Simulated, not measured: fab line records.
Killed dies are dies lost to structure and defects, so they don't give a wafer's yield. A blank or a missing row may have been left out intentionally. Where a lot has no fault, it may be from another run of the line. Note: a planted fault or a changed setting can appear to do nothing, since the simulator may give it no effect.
What tool caused it? / flow n5_finfet / 9 lots, 25 wafers sampled, at 5 steps of a route of 1938

== WHAT THE GAUGES SHOWED, per wafer ==
N5_BEOL_M4_RC_MEAS_101. Usual: DIBL_N 36.9 mV/V, standard deviation 1.7; DIBL_P 37.3 mV/V, standard deviation 2.3; IOFF_N 0.16 nA/um, standard deviation 0.033; IOFF_P 0.22 nA/um, standard deviation 0.04; ION_N 673 uA/um, standard deviation 12; ION_P 463 uA/um, standard deviation 8; SS_N 71.6 mV/dec, standard deviation 0.58; SS_P 73.4 mV/dec, standard deviation 0.74; VT_N 250 mV, standard deviation 3.2; VT_P -250 mV, standard deviation 3.4.
lot=L758; measured=day 7 21:47; on=prober-01; DIBL_N (mV/V)=38.3 39.7 36.7; DIBL_P (mV/V)=40.6 42.2 38.1; IOFF_N (nA/um)=0.22 0.25 0.18; IOFF_P (nA/um)=0.29 0.33 0.24; ION_N (uA/um)=691 681 675; ION_P (uA/um)=471 473 467; SS_N (mV/dec)=71.8 73.0 72.2; SS_P (mV/dec)=74.1 74.5 73.4; VT_N (mV)=247 243 250; VT_P (mV)=-247 -244 -248; flag=
lot=L762; measured=day 9 02:05; on=prober-01; DIBL_N (mV/V)=38.5 35.9 35.7; DIBL_P (mV/V)=38.0 34.2 33.9; IOFF_N (nA/um)=0.19 0.13 0.14; IOFF_P (nA/um)=0.23 0.18 0.17; ION_N (uA/um)=677 656 658; ION_P (uA/um)=456 452 446; SS_N (mV/dec)=72.2 71.5 71.7; SS_P (mV/dec)=73.7 72.1 72.0; VT_N (mV)=247 252 253; VT_P (mV)=-252 -255 -257; flag=
lot=L763; measured=day 9 07:04; on=prober-01; DIBL_N (mV/V)=36.9 34.3 35.0; DIBL_P (mV/V)=36.3 33.5 33.1; IOFF_N (nA/um)=0.17 0.14 0.13; IOFF_P (nA/um)=0.20 0.17 0.16; ION_N (uA/um)=665 684 660; ION_P (uA/um)=451 461 446; SS_N (mV/dec)=71.1 70.8 71.4; SS_P (mV/dec)=73.1 73.1 72.3; VT_N (mV)=251 250 253; VT_P (mV)=-252 -257 -257; flag=
lot=L765; measured=day 10 02:21; on=prober-01; DIBL_N (mV/V)=40.5 37.7 36.3; DIBL_P (mV/V)=41.6 37.0 35.5; IOFF_N (nA/um)=0.24 0.17 0.14; IOFF_P (nA/um)=0.30 0.21 0.19; ION_N (uA/um)=687 668 661; ION_P (uA/um)=473 462 454; SS_N (mV/dec)=72.5 71.4 71.3; SS_P (mV/dec)=74.3 73.4 72.9; VT_N (mV)=245 249 251; VT_P (mV)=-245 -250 -251; flag=
lot=L769; measured=day 11 02:26; on=prober-01; DIBL_N (mV/V)=38.1 36.4; DIBL_P (mV/V)=37.8 37.6; IOFF_N (nA/um)=0.17 0.15; IOFF_P (nA/um)=0.23 0.22; ION_N (uA/um)=679 681; ION_P (uA/um)=463 473; SS_N (mV/dec)=70.9 71.1; SS_P (mV/dec)=73.7 73.7; VT_N (mV)=248 250; VT_P (mV)=-249 -247; flag=
lot=L777; measured=day 13 03:25; on=prober-01; DIBL_N (mV/V)=38.5 38.1; DIBL_P (mV/V)=37.8 37.8; IOFF_N (nA/um)=0.17 0.17; IOFF_P (nA/um)=0.23 0.23; ION_N (uA/um)=697 670; ION_P (uA/um)=476 462; SS_N (mV/dec)=71.4 71.7; SS_P (mV/dec)=73.7 72.7; VT_N (mV)=248 251; VT_P (mV)=-249 -250; flag=
lot=L778; measured=day 13 16:40; on=prober-02; DIBL_N (mV/V)=37.1 34.8 32.6; DIBL_P (mV/V)=37.2 35.2 31.7; IOFF_N (nA/um)=0.18 0.14 0.10; IOFF_P (nA/um)=0.22 0.18 0.15; ION_N (uA/um)=677 677 650; ION_P (uA/um)=461 458 449; SS_N (mV/dec)=71.6 70.7 69.9; SS_P (mV/dec)=74.7 72.4 72.3; VT_N (mV)=246 252 257; VT_P (mV)=-251 -254 -259; flag=
lot=L780; measured=day 13 19:45; on=prober-02; DIBL_N (mV/V)=38.6 39.3 37.7; DIBL_P (mV/V)=39.3 39.4 38.0; IOFF_N (nA/um)=0.18 0.18 0.14; IOFF_P (nA/um)=0.24 0.23 0.21; ION_N (uA/um)=673 669 661; ION_P (uA/um)=459 459 453; SS_N (mV/dec)=71.7 72.6 72.0; SS_P (mV/dec)=73.9 74.4 73.8; VT_N (mV)=252 251 255; VT_P (mV)=-252 -253 -255; flag=
lot=L779; measured=day 13 20:19; on=prober-01; DIBL_N (mV/V)=34.2 39.0 36.4; DIBL_P (mV/V)=36.0 41.1 37.0; IOFF_N (nA/um)=0.12 0.20 0.14; IOFF_P (nA/um)=0.19 0.27 0.21; ION_N (uA/um)=669 677 667; ION_P (uA/um)=467 465 464; SS_N (mV/dec)=71.6 72.0 71.3; SS_P (mV/dec)=72.4 73.9 73.9; VT_N (mV)=256 246 254; VT_P (mV)=-254 -248 -248; flag=

== WHAT TOOL EACH LOT RAN ON (gives the tool, then ch and the chambers of the sampled wafers, and finally the start) ==
lot=L758; N5_BEOL_M2_ETCH_77=rie_diel-01 ch 1,3, day 6 21:16; N5_BEOL_M2_ETCH_69=rie_diel-01 ch 1,3, day 6 21:17; N5_BEOL_M2_VIA_ETCH_34=rie_diel-02 ch 0,1, day 6 21:56; N5_BEOL_M2_TRENCH_ETCH_37=rie_diel-02 ch 0,1, day 7 21:47 or earlier
lot=L762; N5_BEOL_M2_ETCH_77=rie_diel-06 ch 0,3, day 7 16:20; N5_BEOL_M2_ETCH_69=rie_diel-06 ch 0,3, day 7 16:22; N5_BEOL_M2_VIA_ETCH_34=rie_diel-01 ch 0,1, day 7 18:13; N5_BEOL_M2_TRENCH_ETCH_37=rie_diel-01 ch 0,1, day 9 02:05 or earlier
lot=L763; N5_BEOL_M2_ETCH_77=rie_diel-01 ch 0,2,3, day 7 20:25; N5_BEOL_M2_ETCH_69=rie_diel-01 ch 0,2,3, day 7 20:26; N5_BEOL_M2_VIA_ETCH_34=rie_diel-02 ch 1,2,3, day 7 21:07; N5_BEOL_M2_TRENCH_ETCH_37=rie_diel-02 ch 1,2,3, day 9 07:04 or earlier
lot=L765; N5_BEOL_M2_ETCH_77=rie_diel-01 ch 2,3, day 8 11:28; N5_BEOL_M2_ETCH_69=rie_diel-01 ch 2,3, day 8 11:29; N5_BEOL_M2_VIA_ETCH_34=rie_diel-02 ch 0,1,2, day 8 18:35; N5_BEOL_M2_TRENCH_ETCH_37=rie_diel-02 ch 0,1,2, day 10 02:21 or earlier
lot=L769; N5_BEOL_M2_ETCH_77=rie_diel-01 ch 2,3, day 9 19:09; N5_BEOL_M2_ETCH_69=rie_diel-01 ch 2,3, day 9 19:10; N5_BEOL_M2_VIA_ETCH_34=rie_diel-02 ch 0, day 10 00:15; N5_BEOL_M2_TRENCH_ETCH_37=rie_diel-02 ch 0, day 11 02:26 or earlier
lot=L777; N5_BEOL_M2_ETCH_77=rie_diel-01 ch 2,3, day 11 12:50; N5_BEOL_M2_ETCH_69=rie_diel-01 ch 2,3, day 11 12:52; N5_BEOL_M2_VIA_ETCH_34=rie_diel-01 ch 0,3, day 11 13:46; N5_BEOL_M2_TRENCH_ETCH_37=rie_diel-01 ch 0,3, day 13 03:25 or earlier
lot=L778; N5_BEOL_M2_ETCH_77=rie_diel-06 ch 0,1,2, day 11 23:16; N5_BEOL_M2_ETCH_69=rie_diel-06 ch 0,1,2, day 11 23:17; N5_BEOL_M2_VIA_ETCH_34=rie_diel-06 ch 0,1,2, day 12 08:26; N5_BEOL_M2_TRENCH_ETCH_37=rie_diel-06 ch 0,1,2, day 13 16:40 or earlier
lot=L780; N5_BEOL_M2_ETCH_77=rie_diel-06 ch 0,1,3, day 12 04:15; N5_BEOL_M2_ETCH_69=rie_diel-06 ch 0,1,3, day 12 04:16; N5_BEOL_M2_VIA_ETCH_34=rie_diel-02 ch 0,1, day 12 09:44; N5_BEOL_M2_TRENCH_ETCH_37=rie_diel-02 ch 0,1, day 13 19:45 or earlier
lot=L779; N5_BEOL_M2_ETCH_77=rie_diel-02 ch 0,3, day 12 05:17; N5_BEOL_M2_ETCH_69=rie_diel-02 ch 0,3, day 12 05:19; N5_BEOL_M2_VIA_ETCH_34=rie_diel-02 ch 0,3, day 12 10:13; N5_BEOL_M2_TRENCH_ETCH_37=rie_diel-02 ch 0,3, day 13 20:19 or earlier
- N5_BEOL_M2_ETCH_77: etches underlayer in N2/H2, target depth 6.5 nm, time 5.2 s.
- N5_BEOL_M2_ETCH_69: etches SiARC in CF4, target depth 15.6 nm, time 26 s.
- N5_BEOL_M2_VIA_ETCH_34: etches the open film in C4F6/O2, target depth 69.4 nm, time 65.9 s.
- N5_BEOL_M2_TRENCH_ETCH_37: etches SiOC in C4F6/O2, target depth 55.555 nm, time 29.2 s.

== AS READ BY THE TOOLS THEMSELVES (means over the sampled wafers that have a number; for cases with no such wafer, the mark the record gives instead) ==
N5_BEOL_M2_ETCH_77. Usual: drypump_motor_current_A 5.9 A, standard deviation 0.37; etch_rf_on_time_s 5.18 s, standard deviation 0.1; oes_product_au 0.70 a.u., standard deviation 0.076; rf_vpp_V 524.9 V, standard deviation 2.5; showerhead_plenum_p_Torr 2.58 Torr, standard deviation 0.075; throttle_valve_pct 17.88 %, standard deviation 0.2.
lot=L758; tool=rie_diel-01; drypump_motor_current_A (A)=5.6; etch_rf_on_time_s (s)=5.11; oes_product_au (a.u.)=0.73; rf_vpp_V (V)=526.3; showerhead_plenum_p_Torr (Torr)=2.63; throttle_valve_pct (%)=17.95; flag=
lot=L762; tool=rie_diel-06; drypump_motor_current_A (A)=5.9; etch_rf_on_time_s (s)=5.11; oes_product_au (a.u.)=0.72; rf_vpp_V (V)=521.9; showerhead_plenum_p_Torr (Torr)=2.50; throttle_valve_pct (%)=18.09; flag=
lot=L763; tool=rie_diel-01; drypump_motor_current_A (A)=5.7; etch_rf_on_time_s (s)=5.14; oes_product_au (a.u.)=0.71; rf_vpp_V (V)=528.1; showerhead_plenum_p_Torr (Torr)=2.66; throttle_valve_pct (%)=17.84; flag=
lot=L765; tool=rie_diel-01; drypump_motor_current_A (A)=5.7; etch_rf_on_time_s (s)=5.21; oes_product_au (a.u.)=0.65; rf_vpp_V (V)=526.9; showerhead_plenum_p_Torr (Torr)=2.63; throttle_valve_pct (%)=17.90; flag=
lot=L769; tool=rie_diel-01; drypump_motor_current_A (A)=5.6; etch_rf_on_time_s (s)=5.22; oes_product_au (a.u.)=0.67; rf_vpp_V (V)=526.1; showerhead_plenum_p_Torr (Torr)=2.64; throttle_valve_pct (%)=17.91; flag=
lot=L777; tool=rie_diel-01; drypump_motor_current_A (A)=5.6; etch_rf_on_time_s (s)=5.23; oes_product_au (a.u.)=0.65; rf_vpp_V (V)=527.0; showerhead_plenum_p_Torr (Torr)=2.63; throttle_valve_pct (%)=17.93; flag=
lot=L778; tool=rie_diel-06; drypump_motor_current_A (A)=6.1; etch_rf_on_time_s (s)=5.11; oes_product_au (a.u.)=0.73; rf_vpp_V (V)=522.7; showerhead_plenum_p_Torr (Torr)=2.51; throttle_valve_pct (%)=17.98; flag=
lot=L780; tool=rie_diel-06; drypump_motor_current_A (A)=6.0; etch_rf_on_time_s (s)=5.24; oes_product_au (a.u.)=0.67; rf_vpp_V (V)=522.5; showerhead_plenum_p_Torr (Torr)=2.51; throttle_valve_pct (%)=18.12; flag=
lot=L779; tool=rie_diel-02; drypump_motor_current_A (A)=5.8; etch_rf_on_time_s (s)=5.20; oes_product_au (a.u.)=0.70; rf_vpp_V (V)=524.1; showerhead_plenum_p_Torr (Torr)=2.58; throttle_valve_pct (%)=17.64; flag=

N5_BEOL_M2_ETCH_69. Usual: cf4_flow_sccm 100.0 sccm, standard deviation 0.3; drypump_motor_current_A 5.8 A, standard deviation 0.37; etch_rf_on_time_s 25.9 s, standard deviation 0.55; oes_product_au 0.70 a.u., standard deviation 0.077; rf_vpp_V 184.3 V, standard deviation 1.1; showerhead_plenum_p_Torr 2.17 Torr, standard deviation 0.064; throttle_valve_pct 15.61 %, standard deviation 0.25.
lot=L758; tool=rie_diel-01; cf4_flow_sccm (sccm)=100.0; drypump_motor_current_A (A)=5.6; etch_rf_on_time_s (s)=25.6; oes_product_au (a.u.)=0.72; rf_vpp_V (V)=184.2; showerhead_plenum_p_Torr (Torr)=2.22; throttle_valve_pct (%)=15.69; flag=
lot=L762; tool=rie_diel-06; cf4_flow_sccm (sccm)=100.3; drypump_motor_current_A (A)=5.9; etch_rf_on_time_s (s)=25.5; oes_product_au (a.u.)=0.73; rf_vpp_V (V)=183.7; showerhead_plenum_p_Torr (Torr)=2.11; throttle_valve_pct (%)=15.72; flag=
lot=L763; tool=rie_diel-01; cf4_flow_sccm (sccm)=99.9; drypump_motor_current_A (A)=5.7; etch_rf_on_time_s (s)=25.7; oes_product_au (a.u.)=0.70; rf_vpp_V (V)=185.2; showerhead_plenum_p_Torr (Torr)=2.24; throttle_valve_pct (%)=15.62; flag=
lot=L765; tool=rie_diel-01; cf4_flow_sccm (sccm)=100.0; drypump_motor_current_A (A)=5.7; etch_rf_on_time_s (s)=26.2; oes_product_au (a.u.)=0.65; rf_vpp_V (V)=185.0; showerhead_plenum_p_Torr (Torr)=2.22; throttle_valve_pct (%)=15.73; flag=
lot=L769; tool=rie_diel-01; cf4_flow_sccm (sccm)=99.9; drypump_motor_current_A (A)=5.6; etch_rf_on_time_s (s)=26.0; oes_product_au (a.u.)=0.67; rf_vpp_V (V)=185.6; showerhead_plenum_p_Torr (Torr)=2.23; throttle_valve_pct (%)=15.75; flag=
lot=L777; tool=rie_diel-01; cf4_flow_sccm (sccm)=100.0; drypump_motor_current_A (A)=5.6; etch_rf_on_time_s (s)=25.9; oes_product_au (a.u.)=0.65; rf_vpp_V (V)=184.6; showerhead_plenum_p_Torr (Torr)=2.23; throttle_valve_pct (%)=15.78; flag=
lot=L778; tool=rie_diel-06; cf4_flow_sccm (sccm)=100.0; drypump_motor_current_A (A)=6.1; etch_rf_on_time_s (s)=25.6; oes_product_au (a.u.)=0.73; rf_vpp_V (V)=183.3; showerhead_plenum_p_Torr (Torr)=2.11; throttle_valve_pct (%)=15.63; flag=
lot=L780; tool=rie_diel-06; cf4_flow_sccm (sccm)=100.1; drypump_motor_current_A (A)=6.0; etch_rf_on_time_s (s)=26.0; oes_product_au (a.u.)=0.68; rf_vpp_V (V)=183.3; showerhead_plenum_p_Torr (Torr)=2.12; throttle_valve_pct (%)=15.81; flag=
lot=L779; tool=rie_diel-02; cf4_flow_sccm (sccm)=99.7; drypump_motor_current_A (A)=5.8; etch_rf_on_time_s (s)=26.0; oes_product_au (a.u.)=0.70; rf_vpp_V (V)=184.7; showerhead_plenum_p_Torr (Torr)=2.16; throttle_valve_pct (%)=15.32; flag=

N5_BEOL_M2_VIA_ETCH_34. Usual: drypump_motor_current_A 5.8 A, standard deviation 0.34; oes_product_au 0.83 a.u., standard deviation 0.078; rf_vpp_V 673 V, standard deviation 11; run_length_s 89.4 s, standard deviation 0.38; showerhead_plenum_p_Torr 2.88 Torr, standard deviation 0.064; throttle_valve_pct 30.71 %, standard deviation 0.29.
lot=L758; tool=rie_diel-02; drypump_motor_current_A (A)=5.8; oes_product_au (a.u.)=0.82; rf_vpp_V (V)=669; run_length_s (s)=89.5; showerhead_plenum_p_Torr (Torr)=2.91; throttle_valve_pct (%)=30.65; flag=
lot=L762; tool=rie_diel-01; drypump_motor_current_A (A)=6.1; oes_product_au (a.u.)=0.74; rf_vpp_V (V)=676; run_length_s (s)=89.4; showerhead_plenum_p_Torr (Torr)=2.85; throttle_valve_pct (%)=30.71; flag=
lot=L763; tool=rie_diel-02; drypump_motor_current_A (A)=5.7; oes_product_au (a.u.)=0.84; rf_vpp_V (V)=675; run_length_s (s)=89.4; showerhead_plenum_p_Torr (Torr)=2.91; throttle_valve_pct (%)=30.60; flag=
lot=L765; tool=rie_diel-02; drypump_motor_current_A (A)=5.9; oes_product_au (a.u.)=0.82; rf_vpp_V (V)=678; run_length_s (s)=84.1; showerhead_plenum_p_Torr (Torr)=2.90; throttle_valve_pct (%)=30.62; flag=OFF
lot=L769; tool=rie_diel-02; drypump_motor_current_A (A)=6.0; oes_product_au (a.u.)=0.83; rf_vpp_V (V)=670; run_length_s (s)=81.0; showerhead_plenum_p_Torr (Torr)=2.87; throttle_valve_pct (%)=30.49; flag=OFF
lot=L777; tool=rie_diel-01; drypump_motor_current_A (A)=5.7; oes_product_au (a.u.)=0.83; rf_vpp_V (V)=666; run_length_s (s)=89.2; showerhead_plenum_p_Torr (Torr)=2.99; throttle_valve_pct (%)=30.77; flag=
lot=L778; tool=rie_diel-06; drypump_motor_current_A (A)=6.1; oes_product_au (a.u.)=0.85; rf_vpp_V (V)=674; run_length_s (s)=89.2; showerhead_plenum_p_Torr (Torr)=2.80; throttle_valve_pct (%)=30.92; flag=
lot=L780; tool=rie_diel-02; drypump_motor_current_A (A)=5.8; oes_product_au (a.u.)=0.77; rf_vpp_V (V)=669; run_length_s (s)=89.7; showerhead_plenum_p_Torr (Torr)=2.89; throttle_valve_pct (%)=30.70; flag=
lot=L779; tool=rie_diel-02; drypump_motor_current_A (A)=5.8; oes_product_au (a.u.)=0.82; rf_vpp_V (V)=667; run_length_s (s)=89.3; showerhead_plenum_p_Torr (Torr)=2.87; throttle_valve_pct (%)=30.50; flag=

N5_BEOL_M2_TRENCH_ETCH_37. Usual: drypump_motor_current_A 5.8 A, standard deviation 0.34; oes_product_au 0.83 a.u., standard deviation 0.078; rf_vpp_V 673 V, standard deviation 11; run_length_s 52.7 s, standard deviation 0.32; showerhead_plenum_p_Torr 2.88 Torr, standard deviation 0.064; throttle_valve_pct 20.79 %, standard deviation 0.3.
lot=L758; tool=rie_diel-02; drypump_motor_current_A (A)=5.8; oes_product_au (a.u.)=0.82; rf_vpp_V (V)=669; run_length_s (s)=53.2; showerhead_plenum_p_Torr (Torr)=2.91; throttle_valve_pct (%)=20.83; flag=
lot=L762; tool=rie_diel-01; drypump_motor_current_A (A)=6.1; oes_product_au (a.u.)=0.75; rf_vpp_V (V)=677; run_length_s (s)=52.6; showerhead_plenum_p_Torr (Torr)=2.86; throttle_valve_pct (%)=20.86; flag=
lot=L763; tool=rie_diel-02; drypump_motor_current_A (A)=5.7; oes_product_au (a.u.)=0.84; rf_vpp_V (V)=675; run_length_s (s)=52.7; showerhead_plenum_p_Torr (Torr)=2.92; throttle_valve_pct (%)=20.70; flag=
lot=L765; tool=rie_diel-02; drypump_motor_current_A (A)=5.9; oes_product_au (a.u.)=0.81; rf_vpp_V (V)=679; run_length_s (s)=52.8; showerhead_plenum_p_Torr (Torr)=2.90; throttle_valve_pct (%)=20.77; flag=
lot=L769; tool=rie_diel-02; drypump_motor_current_A (A)=6.0; oes_product_au (a.u.)=0.83; rf_vpp_V (V)=670; run_length_s (s)=52.8; showerhead_plenum_p_Torr (Torr)=2.88; throttle_valve_pct (%)=20.65; flag=
lot=L777; tool=rie_diel-01; drypump_motor_current_A (A)=5.7; oes_product_au (a.u.)=0.83; rf_vpp_V (V)=665; run_length_s (s)=52.5; showerhead_plenum_p_Torr (Torr)=2.99; throttle_valve_pct (%)=20.84; flag=
lot=L778; tool=rie_diel-06; drypump_motor_current_A (A)=6.1; oes_product_au (a.u.)=0.86; rf_vpp_V (V)=675; run_length_s (s)=52.5; showerhead_plenum_p_Torr (Torr)=2.81; throttle_valve_pct (%)=20.93; flag=
lot=L780; tool=rie_diel-02; drypump_motor_current_A (A)=5.8; oes_product_au (a.u.)=0.77; rf_vpp_V (V)=669; run_length_s (s)=52.8; showerhead_plenum_p_Torr (Torr)=2.89; throttle_valve_pct (%)=20.89; flag=
lot=L779; tool=rie_diel-02; drypump_motor_current_A (A)=5.8; oes_product_au (a.u.)=0.82; rf_vpp_V (V)=667; run_length_s (s)=52.6; showerhead_plenum_p_Torr (Torr)=2.88; throttle_valve_pct (%)=20.63; flag=

== THE ANSWER, worked out from the rows above alone ==
Rule: take the mean of a lot's wafers that have a number; if it is more than 3 standard deviations from the usual mean, the lot is off. A lot without any number at a reading at which 4 lots or more have one is off too. Where the step has rows for the other lots, those lots are counted as sound. First the gauges in route order, then the tools' own readings, where a lot's mean is used as printed above. At the first step where some lot is off, the reading lying furthest off is the one used; lots without a number count as furthest.
Off at N5_BEOL_M2_VIA_ETCH_34 (run_length_s): L765, L769.
If a tool, at that step or one of the process steps before it, ran each lot that is off and ran no sound lot following the first of them, it fits. Of those tried, none fits.

== WHAT THE SIMULATOR PUT IN ==
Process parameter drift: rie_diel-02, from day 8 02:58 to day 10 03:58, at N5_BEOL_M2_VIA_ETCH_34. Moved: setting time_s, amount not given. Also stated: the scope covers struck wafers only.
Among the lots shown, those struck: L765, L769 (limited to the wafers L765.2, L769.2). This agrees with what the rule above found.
